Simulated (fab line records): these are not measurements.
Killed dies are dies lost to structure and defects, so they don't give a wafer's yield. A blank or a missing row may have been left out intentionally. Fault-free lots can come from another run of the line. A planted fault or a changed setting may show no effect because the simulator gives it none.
The same fault as seen by 2 desks | flow nand-harc | numbers are kept per desk, each desk with only its own; the story behind them comes last

== FOR THE TOOL OWNER'S DESK: litho-track-04 ==
The tool's own readings at NHARC_P_M1_SOFTBAKE_04 (time 55 s): means of the sampled wafers that have a number, for each lot that ran on this tool. The brackets show how far a lot's mean lies from the usual mean; more than 4 standard deviations puts the lot out of limits, marked OUT.
Columns: A = exhaust-pa at NHARC_P_M1_SOFTBAKE_04, usual 44.9 Pa; B = heater-power-total-W at NHARC_P_M1_SOFTBAKE_04, usual 188.44 W; C = plate-temp-C at NHARC_P_M1_SOFTBAKE_04, usual 105.00 C
lot  | first seen here | A    | B                | C
L150 | day 6 17:00     | 44.8 | 188.40           | 105.26
L153 | day 7 14:00     | 45.2 | 178.48 (-83) OUT | 104.84
L155 | day 8 00:00     | 43.8 | 178.44 (-83) OUT | 104.88
This desk's finding: out of limits on L153, L155; first on L153, day 7 14:00 (heater-power-total-W at NHARC_P_M1_SOFTBAKE_04). Within limits: L150.

== AT THE METROLOGY DESK ==
Means of the sampled wafers that have a number, per lot and without regard to the tool the lot ran on: this is what the gauges read. The brackets show how far a lot's mean lies from the usual mean; more than 4 standard deviations puts the lot out of limits, marked OUT.
Columns: A = thk-nm at NHARC_P_M0_THK_MEAS_24, usual 117.5 nm
lot  | first seen here | A
L150 | day 6 16:52     | 119.2
L153 | day 7 13:05     | 117.0
L155 | day 7 22:58     | 116.2
L162 | day 9 19:05     | 116.9
L165 | day 10 09:04    | 116.1
L167 | day 11 02:13    | 117.7
This desk found nothing out of limits on any of the 6 lots.

== BROUGHT TOGETHER ==
On L153, L155, at day 7 14:00, an alarm was possible from the tool owner's desk.
At the metrology desk, nothing out of limits was observed.
The metrology desk has L153, L155 on record, within its limits.
On litho-track-04, each named lot ran NHARC_P_M1_SOFTBAKE_04.

== WHAT THE SIMULATOR HAD PUT IN ==
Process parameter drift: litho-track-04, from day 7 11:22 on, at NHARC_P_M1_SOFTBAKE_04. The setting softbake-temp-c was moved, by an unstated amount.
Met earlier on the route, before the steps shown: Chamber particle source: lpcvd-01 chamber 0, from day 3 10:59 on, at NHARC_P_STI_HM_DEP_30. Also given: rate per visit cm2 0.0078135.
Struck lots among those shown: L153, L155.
Each desk's first reading out of limits, in hours after the fault started: the tool owner's desk, 3.
